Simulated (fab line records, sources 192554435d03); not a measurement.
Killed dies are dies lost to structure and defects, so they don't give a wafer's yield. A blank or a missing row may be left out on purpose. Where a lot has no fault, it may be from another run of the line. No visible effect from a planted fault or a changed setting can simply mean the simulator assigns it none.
Which of the tools did it?	flow n5-finfet	24 lots with 72 wafers sampled at 6 steps, on a route of 1938 steps

WHAT THE GAUGES READ, wafer by wafer
N5_BEOL_M2_THK_MEAS_53: measures by xrf.
lot	measured	on	M2_THK (nm)
L074	day 7 10:19	film-metro-01	38.9 36.2 41.1
L075	day 7 19:17	film-metro-01	39.6 40.7 42.0
L076	day 8 00:05	film-metro-02	38.6 39.1 38.5
L077	day 8 00:22	film-metro-01	39.7 39.6 40.0
L078	day 8 01:58	film-metro-02	41.8 41.2 40.8
L079	day 8 14:01	film-metro-02	39.8 39.6 40.2
L080	day 8 22:55	film-metro-01	42.3 42.7 39.6
L081	day 9 03:27	film-metro-02	36.5 38.8 39.5
L082	day 9 11:20	film-metro-02	41.2 41.6 40.9
L083	day 9 14:40	film-metro-01	39.7 35.5 39.0
L085	day 9 17:22	film-metro-02	39.5 43.4 40.3
L084	day 10 01:08	film-metro-02	42.8 42.8 37.7
L088	day 10 08:01	film-metro-02	41.6 36.9 41.1
L086	day 10 08:17	film-metro-01	38.5 39.7 39.8
L087	day 10 23:06	film-metro-02	38.2 39.8 40.3
L089	day 11 01:28	film-metro-02	39.3 39.0 39.2
L090	day 11 07:45	film-metro-02	38.5 43.0 41.6
L091	day 11 13:16	film-metro-02	40.2 42.0 42.2
L092	day 12 03:05	film-metro-02	40.2 39.6 41.1
L094	day 12 05:41	film-metro-02	40.8 38.7 43.6
L093	day 12 06:08	film-metro-01	38.2 40.9 41.2
L095	day 12 09:22	film-metro-01	40.8 40.3 39.7
L096	day 12 10:59	film-metro-02	39.5 38.3 37.5
L097	day 12 21:46	film-metro-01	39.4 41.5 39.3

N5_BEOL_M2_INSPECT_59: inspects for defects (darkfield).
lot	measured	on	raw-defect-count
L074	day 7 10:36	defect-inspect-01	49 44 50
L075	day 7 19:34	defect-inspect-01	73 87 67
L076	day 8 00:23	defect-inspect-02	63 95 60
L077	day 8 00:40	defect-inspect-01	80 91 67
L078	day 8 02:16	defect-inspect-01	47 66 77
L079	day 8 14:17	defect-inspect-02	49 36 74
L080	day 8 23:12	defect-inspect-02	100 79 76
L081	day 9 03:44	defect-inspect-02	57 56 70
L082	day 9 11:37	defect-inspect-01	76 68 47
L083	day 9 14:58	defect-inspect-02	83 106 88
L085	day 9 17:38	defect-inspect-02	37 76 65
L084	day 10 01:25	defect-inspect-01	74 84 54
L088	day 10 08:22	defect-inspect-01	97 91 70
L086	day 10 08:38	defect-inspect-01	90 77 66
L087	day 10 23:23	defect-inspect-02	50 83 57
L089	day 11 01:46	defect-inspect-02	89 73 61
L090	day 11 08:02	defect-inspect-02	67 52 56
L091	day 11 13:33	defect-inspect-01	46 105 57
L092	day 12 03:22	defect-inspect-02	85 80 77
L094	day 12 05:58	defect-inspect-02	37 59 61
L093	day 12 06:25	defect-inspect-01	40 87 66
L095	day 12 09:43	defect-inspect-01	46 47 67
L096	day 12 11:16	defect-inspect-01	40 78 37
L097	day 12 22:03	defect-inspect-01	33 48 67

N5_BEOL_M3_OVL_MEAS_29.
lot	measured	on	V2_OVL (nm)
L074	day 7 12:55	overlay-02	0.6 0.4 0.5
L075	day 8 02:46	overlay-01	0.6 1.5 0.1
L076	day 8 04:05	overlay-01	0.1 0.3 0.3
L077	day 8 04:49	overlay-02	0.8 0.3 -0.3
L078	day 8 05:10	overlay-02	0.3 -0.3 0.7
L079	day 8 16:10	overlay-02	0.3 -0.5 -0.6
L080	day 9 02:17	overlay-02	1.2 0.4 0.3
L081	day 9 06:41	overlay-02	-0.9 -0.9 0.6
L082	day 9 15:07	overlay-01	0.3 -0.5 0.2
L083	day 9 18:37	overlay-01	0.8 0.5 0.2
L085	day 9 19:42	overlay-02	0.8 0.6 1.3
L084	day 10 05:55	overlay-01	-1.1 -0.2 -0.8
L088	day 10 11:40	overlay-01	0.2 0.2 0.9
L086	day 10 11:52	overlay-02	-0.3 0.4 0.8
L087	day 11 02:48	overlay-02	0.1 0.2 0.3
L089	day 11 03:16	overlay-01	0.1 -0.1 -0.3
L090	day 11 10:48	overlay-01	-0.8 -0.5 0.1
L091	day 11 16:57	overlay-02	0.3 0.8 0.8
L092	day 12 06:37	overlay-01	-0.9 -0.1 -0.2
L094	day 12 08:08	overlay-02	0.9 0.0 0.5
L093	day 12 10:00	overlay-02	-0.3 0.0 -0.7
L095	day 12 11:48	overlay-01	-0.1 -0.6 0.2
L096	day 12 14:55	overlay-02	0.3 -0.7 -0.6
L097	day 13 01:23	overlay-01	-0.3 0.0 0.6

TOOL THAT RAN EACH LOT (tool first, then ch and the chambers of the sampled wafers, then the start)
lot	N5_BEOL_M2_SPUTTER_96	N5_BEOL_M3_ETCH_63	N5_BEOL_M3_ETCH_64
L074	pvd-sputter-01, day 7 09:31	rie-diel-01 ch 2,3, day 7 12:00	rie-diel-01 ch 2,3, day 7 12:02
L075	pvd-sputter-02, day 7 18:29	rie-diel-02 ch 2, day 7 21:13	rie-diel-02 ch 2, day 7 21:15
L076	pvd-sputter-02, day 7 23:18	rie-diel-03 ch 0,1,3, day 8 03:07	rie-diel-03 ch 0,1,3, day 8 03:08
L077	pvd-sputter-01, day 7 23:31	rie-diel-01 ch 2,3, day 8 03:55	rie-diel-01 ch 2,3, day 8 03:56
L078	pvd-sputter-02, day 8 01:11	rie-diel-01 ch 0,3, day 8 04:16	rie-diel-01 ch 0,3, day 8 04:17
L079	pvd-sputter-01, day 8 13:13	rie-diel-02 ch 0,2,3, day 8 15:19	rie-diel-02 ch 0,2,3, day 8 15:20
L080	pvd-sputter-01, day 8 22:06	rie-diel-02 ch 0,2,3, day 9 01:22	rie-diel-02 ch 0,2,3, day 9 01:24
L081	pvd-sputter-02, day 9 02:38	rie-diel-03 ch 1,2,3, day 9 05:47	rie-diel-03 ch 1,2,3, day 9 05:49
L082	pvd-sputter-03, day 9 09:14	rie-diel-03 ch 0,2,3, day 9 14:22	rie-diel-03 ch 0,2,3, day 9 14:23
L083	pvd-sputter-03, day 9 13:53	rie-diel-02 ch 0,2,3, day 9 17:53	rie-diel-02 ch 0,2,3, day 9 17:55
L085	pvd-sputter-02, day 9 16:34	rie-diel-02 ch 0,2,3, day 9 18:58	rie-diel-02 ch 0,2,3, day 9 18:59
L084	pvd-sputter-03, day 9 23:55	rie-diel-01 ch 0,2,3, day 10 04:57	rie-diel-01 ch 0,2,3, day 10 04:59
L088	pvd-sputter-02, day 10 07:14	rie-diel-01 ch 0,2,3, day 10 10:51	rie-diel-01 ch 0,2,3, day 10 10:53
L086	pvd-sputter-03, day 10 07:18	rie-diel-03 ch 0,1,3, day 10 10:52	rie-diel-03 ch 0,1,3, day 10 10:54
L087	pvd-sputter-01, day 10 22:17	rie-diel-02 ch 0,1,3, day 11 02:01	rie-diel-02 ch 0,1,3, day 11 02:03
L089	pvd-sputter-02, day 11 00:41	rie-diel-02 ch 0,1, day 11 02:32	rie-diel-02 ch 0,1, day 11 02:34
L090	pvd-sputter-03, day 11 06:58	rie-diel-02 ch 0,1,2, day 11 09:57	rie-diel-02 ch 0,1,2, day 11 09:59
L091	pvd-sputter-01, day 11 12:19	rie-diel-01 ch 1,2,3, day 11 16:13	rie-diel-01 ch 1,2,3, day 11 16:15
L092	pvd-sputter-02, day 12 01:54	rie-diel-02 ch 0,1, day 12 05:43	rie-diel-02 ch 0,1, day 12 05:45
L094	pvd-sputter-03, day 12 04:47	rie-diel-03 ch 1,3, day 12 07:23	rie-diel-03 ch 1,3, day 12 07:25
L093	pvd-sputter-02, day 12 05:18	rie-diel-02 ch 2,3, day 12 09:02	rie-diel-02 ch 2,3, day 12 09:04
L095	pvd-sputter-02, day 12 08:29	rie-diel-02 ch 1,3, day 12 11:04	rie-diel-02 ch 1,3, day 12 11:06
L096	pvd-sputter-03, day 12 09:44	rie-diel-03 ch 0,1,2, day 12 14:03	rie-diel-03 ch 0,1,2, day 12 14:05
L097	pvd-sputter-03, day 12 20:59	rie-diel-02 ch 1,2,3, day 13 00:40	rie-diel-02 ch 1,2,3, day 13 00:41
- N5_BEOL_M2_SPUTTER_96: material Cu, target thk 4.5 nm, time 8.29 s.
- N5_BEOL_M3_ETCH_63: etches SiARC in CF4, target depth 15.6 nm, time 26 s.
- N5_BEOL_M3_ETCH_64: etches SOC in N2/H2, target depth 75 nm, overetch 15 nm, time 112.5 s.

AS READ BY THE TOOLS THEMSELVES (means over the sampled wafers that have a number; for cases with no such wafer, the mark the record gives instead)
N5_BEOL_M2_SPUTTER_96.
lot	tool	throttle-valve-pct (%)
L074	pvd-sputter-01	29.8
L075	pvd-sputter-02	29.3
L076	pvd-sputter-02	29.2
L077	pvd-sputter-01	30.4
L078	pvd-sputter-02	29.6
L079	pvd-sputter-01	30.4
L080	pvd-sputter-01	29.6
L081	pvd-sputter-02	28.8
L082	pvd-sputter-03	30.2
L083	pvd-sputter-03	30.2
L085	pvd-sputter-02	29.1
L084	pvd-sputter-03	30.2
L088	pvd-sputter-02	29.2
L086	pvd-sputter-03	29.7
L087	pvd-sputter-01	29.3
L089	pvd-sputter-02	29.1
L090	pvd-sputter-03	29.7
L091	pvd-sputter-01	30.7
L092	pvd-sputter-02	29.4
L094	pvd-sputter-03	29.5
L093	pvd-sputter-02	29.3
L095	pvd-sputter-02	29.9
L096	pvd-sputter-03	29.4
L097	pvd-sputter-03	29.4

N5_BEOL_M3_ETCH_63.
lot	tool	cf4-flow-sccm (sccm)	drypump-motor-current-A (A)	etch-rf-on-time-s (s)	oes-product-au (a.u.)	rf-vpp-V (V)	showerhead-plenum-p-Torr (Torr)	throttle-valve-pct (%)
L074	rie-diel-01	99.91	6.1	25.4	0.63	182.9	2.10	15.85
L075	rie-diel-02	100.63	5.9	27.3	0.63	184.5	2.14	15.69
L076	rie-diel-03	99.91	5.2	26.7	0.62	184.0	2.14	15.97
L077	rie-diel-01	100.09	6.0	25.7	0.64	184.4	2.16	15.64
L078	rie-diel-01	99.57	6.3	25.6	0.63	183.1	2.09	15.63
L079	rie-diel-02	100.18	5.6	26.5	0.71	184.0	2.17	15.49
L080	rie-diel-02	99.94	5.6	26.3	0.71	184.8	2.17	15.49
L081	rie-diel-03	100.08	5.4	26.7	0.69	183.3	2.09	15.87
L082	rie-diel-03	100.29	5.5	26.2	0.70	183.2	2.13	15.83
L083	rie-diel-02	99.89	5.6	26.3	0.70	184.9	2.17	15.50
L085	rie-diel-02	99.82	5.6	26.3	0.70	184.1	2.17	15.50
L084	rie-diel-01	100.08	6.2	25.5	0.63	182.9	2.12	15.66
L088	rie-diel-01	99.89	6.2	25.7	0.62	184.0	2.12	15.67
L086	rie-diel-03	99.84	5.2	26.6	0.60	183.3	2.13	16.00
L087	rie-diel-02	99.81	5.5	25.9	0.71	183.3	2.14	15.55
L089	rie-diel-02	100.33	5.6	25.9	0.74	183.8	2.14	15.44
L090	rie-diel-02	100.12	5.7	26.6	0.68	183.6	2.12	15.60
L091	rie-diel-01	99.97	5.8	25.7	0.62	184.0	2.09	15.80
L092	rie-diel-02	100.22	5.6	26.5	0.68	183.8	2.09	15.65
L094	rie-diel-03	99.85	5.2	26.6	0.69	183.5	2.07	15.79
L093	rie-diel-02	100.01	5.7	26.9	0.64	183.8	2.15	15.69
L095	rie-diel-02	99.78	5.5	26.0	0.66	183.2	2.08	15.76
L096	rie-diel-03	99.77	5.4	25.9	0.73	183.3	2.14	15.83
L097	rie-diel-02	99.98	5.6	26.2	0.65	182.9	2.11	15.73

N5_BEOL_M3_ETCH_64.
lot	tool	drypump-motor-current-A (A)	oes-product-au (a.u.)	rf-vpp-V (V)	showerhead-plenum-p-Torr (Torr)	throttle-valve-pct (%)
L074	rie-diel-01	6.1	0.58	523.8	2.49	18.06
L075	rie-diel-02	5.9	0.59	524.6	2.54	17.84
L076	rie-diel-03	5.2	0.58	523.3	2.54	18.17
L077	rie-diel-01	6.1	0.58	524.7	2.57	17.82
L078	rie-diel-01	6.3	0.58	523.2	2.48	17.80
L079	rie-diel-02	5.6	0.66	524.8	2.57	17.62
L080	rie-diel-02	5.6	0.66	524.4	2.57	17.63
L081	rie-diel-03	5.4	0.64	521.8	2.48	18.08
L082	rie-diel-03	5.5	0.66	523.4	2.52	18.03
L083	rie-diel-02	5.6	0.65	523.9	2.57	17.63
L085	rie-diel-02	5.6	0.65	524.7	2.57	17.62
L084	rie-diel-01	6.2	0.57	523.5	2.52	17.84
L088	rie-diel-01	6.2	0.57	524.2	2.52	17.83
L086	rie-diel-03	5.2	0.57	522.8	2.53	18.20
L087	rie-diel-02	5.5	0.66	524.4	2.53	17.69
L089	rie-diel-02	5.6	0.69	523.6	2.55	17.68
L090	rie-diel-02	5.7	0.63	523.6	2.52	17.81
L091	rie-diel-01	5.8	0.57	522.5	2.49	18.03
L092	rie-diel-02	5.6	0.64	521.6	2.49	17.88
L094	rie-diel-03	5.2	0.64	521.4	2.45	17.99
L093	rie-diel-02	5.7	0.60	523.1	2.53	17.76
L095	rie-diel-02	5.5	0.61	522.7	2.46	17.90
L096	rie-diel-03	5.5	0.68	524.4	2.54	18.09
L097	rie-diel-02	5.6	0.60	523.3	2.50	17.84

THE ANSWER, worked out from the rows above alone
Rule: what is usual is taken from the lots themselves. The widest of any qualifying gaps counts: lots, ordered by their means at a reading, are off when they make up no more than a third of the lots, leave a main group of 4 or more, and stand apart from it by 3 or more times the standard deviation of that group's means. A main group is skipped when, at the precision printed for the reading in the tables above, its means are all equal. A lot without any number at a reading at which 4 lots or more have one is off too. All remaining lots with rows at the step are treated as sound. The gauges are gone through in route order, then the tools' own readings, and for those a lot's mean is taken as printed above. The first step at which some lot is off is used, and at that step the reading that is off furthest; a lot without a number counts as furthest.
No lot is off on any of the readings shown, so nothing can be concluded from this.

WHAT WAS PUT IN BY THE SIMULATOR
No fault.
